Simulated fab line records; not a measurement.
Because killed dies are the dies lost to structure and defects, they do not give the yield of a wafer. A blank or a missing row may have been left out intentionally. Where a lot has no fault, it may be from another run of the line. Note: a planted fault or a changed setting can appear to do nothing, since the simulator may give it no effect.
Comparing a struck lot with a sound one :: flow n5-finfet :: 37 steps out of a route of 1938
Sound: these wafers, L822.1, L822.2, L822.3. Struck: wafer L814.2. (L814.1, L814.6 of the same lot were not struck and are left out.) The cause comes at the end.
Per side, at each step with rows, come the tool, then ch with its chambers, and then its first start. Under that, the readings that differ: sound wafers :: struck wafers :: difference of the means :: sigmas: that difference in standard deviations of wafers without a fault.
alike: a reading whose means differ by less than 2 such deviations, as well as words and numbers matching on both sides. not compared: withheld readings; readings where some wafer has no value; bounds like >300 that might hide an equal value; numbers whose values overlap and for which the record gives no deviation.
The two part at a step that has a row with sigmas, a row that says differs or no value, or rows on one side only. Numbers that have no deviation but don't overlap get no sigmas and don't part them. A reading that every wafer of one side lacks parts them only if that side has two wafers or more.

first, 9 steps without rows for these wafers: N5_BEOL_M13_PRE_CLEAN_42 (time 30 s); N5_BEOL_M13_SPUTTER_43 (material TaN, target thk 15 nm, time 24.19 s); N5_BEOL_M13_SPUTTER_44 (material Ta, target thk 10 nm, time 16.13 s); N5_BEOL_M13_SPUTTER_45 (material Cu, target thk 80 nm, time 13.33 s); N5_BEOL_M13_ECD_47 (material Cu, target thk 936 nm); N5_BEOL_M13_ANNEAL_48 (time 90 s); N5_BEOL_M13_CMP_49 (polishes, stops on SiOC, t overpolish 17.1 s, target thk 420 nm); N5_BEOL_M13_PRE_CLEAN_52 (time 15 s); N5_BEOL_M13_DEP_53 (deposits SiCN from 3MS/NH3, target thk 50 nm, time 17.8 s).
N5_BEOL_M14_ILD_DEP_00: deposits SiO2 from TEOS/O2, target thk 1119.3 nm, time 237.4 s.
  sound on pecvd-04 ch 0,1,2, day 16 23:02; struck on pecvd-03 ch 1, day 14 15:37
reading: run-length-s (s)
sound: 279.9 280.3 280.3
struck: 246.0
difference: -34.2
sigmas: -78

reading: showerhead-vpp-V (V)
sound: 1860 1968 1891
struck: 1660
difference: -246
sigmas: -3

reading: model.SiO2_of_BEOL_M14_ILD_DEP_00.thk-nm (nm)
sound: 1105 1095 1100
struck: 938.6
difference: -161.4
sigmas: 
  alike: heater-power-w, showerhead-plenum-p-Torr, throttle-valve-pct
  not compared: since-wet-clean-h
N5_BEOL_M14_THK_MEAS_01:
  sound on film-metro-02 at day 16 23:14; struck on film-metro-02 at day 14 15:48
reading: M14_ILD_THK (nm)
sound: 1104 1094 1100
struck: 939
difference: -160
sigmas: -12
then, 10 steps without rows for these wafers: N5_BEOL_M14_COAT_58 (time 60 s, resist thk 89 nm); N5_BEOL_M14_COAT_04 (resist thk 800 nm); N5_BEOL_M14_EBR_06; N5_BEOL_M14_SOFTBAKE_05 (time 60 s); N5_BEOL_M14_EXPOSE_07 (exposes mask V13); N5_BEOL_M14_PEB_08 (peb time 90 s); N5_BEOL_M14_DEVELOP_09 (develop time 45 s); N5_BEOL_M14_HARDBAKE_14 (time 120 s); N5_BEOL_M14_DESCUM_15 (chemistry O2, time 7.9 s); N5_BEOL_M14_ETCH_59 (etches BARC in N2/H2, target depth 89 nm, overetch 26.7 nm, time 67.9 s).
N5_BEOL_M14_VIA_ETCH_16: etches SiO2 in C4F8/O2/Ar, target depth 1231.3 nm.
  sound on rie-diel-02 ch 0,1,2, day 16 23:50; struck on rie-diel-02 ch 2, day 14 16:35
reading: model.etch.depth-nm (nm)
sound: 1105 1095 1100
struck: 938.6
difference: -161.4
sigmas: 

reading: model.coat_of_BEOL_M14_COAT_04.thk-nm (nm)
sound: 453.8 460.2 457.8
struck: 492.8
difference: +35.5
sigmas: 
  alike: drypump-motor-current-A, he-outer-torr, oes-product-au, rf-vpp-V, showerhead-plenum-p-Torr, throttle-valve-pct
then, 13 steps without rows for these wafers: N5_BEOL_M14_STRIP_63 (strips in O2); N5_BEOL_M14_STRIP_64 (strips in O2); N5_BEOL_M14_STRIP_71 (strips in post etch residue remover, time 60 s); N5_BEOL_M14_SRD_72 (time 30 s, dry time 30 s); N5_BEOL_M14_COAT_65 (time 60 s, resist thk 450 nm); N5_BEOL_M14_COAT_66 (time 60 s, resist thk 110 nm); N5_BEOL_M14_COAT_22 (resist thk 300 nm); N5_BEOL_M14_EBR_24; N5_BEOL_M14_SOFTBAKE_23 (time 60 s); N5_BEOL_M14_EXPOSE_25 (exposes mask M14, target cd 280 nm); N5_BEOL_M14_PEB_26 (peb time 90 s); N5_BEOL_M14_DEVELOP_27 (develop time 45 s); N5_BEOL_M14_HARDBAKE_32 (time 120 s).
N5_BEOL_M14_CMP_49: polishes, stops on SiO2, t overpolish 5.2 s, target thk 560 nm.
  sound on cmp-03 ch 0,1,2, day 17 07:13; struck on cmp-01 ch 1, day 14 20:38
reading: model.SiO2_of_BEOL_M14_ILD_DEP_00.thk-nm (nm)
sound: 1024 1015 1020
struck: 857
difference: -163
sigmas: 
  alike: clearing-platen-down-force-psi, motor-current-A
following that, these wafers have no rows for 1 step: N5_PASSIVATION_PROBE_49.

## WHERE THEY PART
First at N5_BEOL_M14_ILD_DEP_00; last, within this record, at N5_BEOL_M14_THK_MEAS_01. Later steps at which nothing parts them and some readings are alike: N5_BEOL_M14_VIA_ETCH_16, N5_BEOL_M14_CMP_49.

WHY: what had been put in by the simulator
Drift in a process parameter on pecvd-03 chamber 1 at N5_BEOL_M14_ILD_DEP_00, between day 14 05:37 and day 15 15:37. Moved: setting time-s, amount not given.
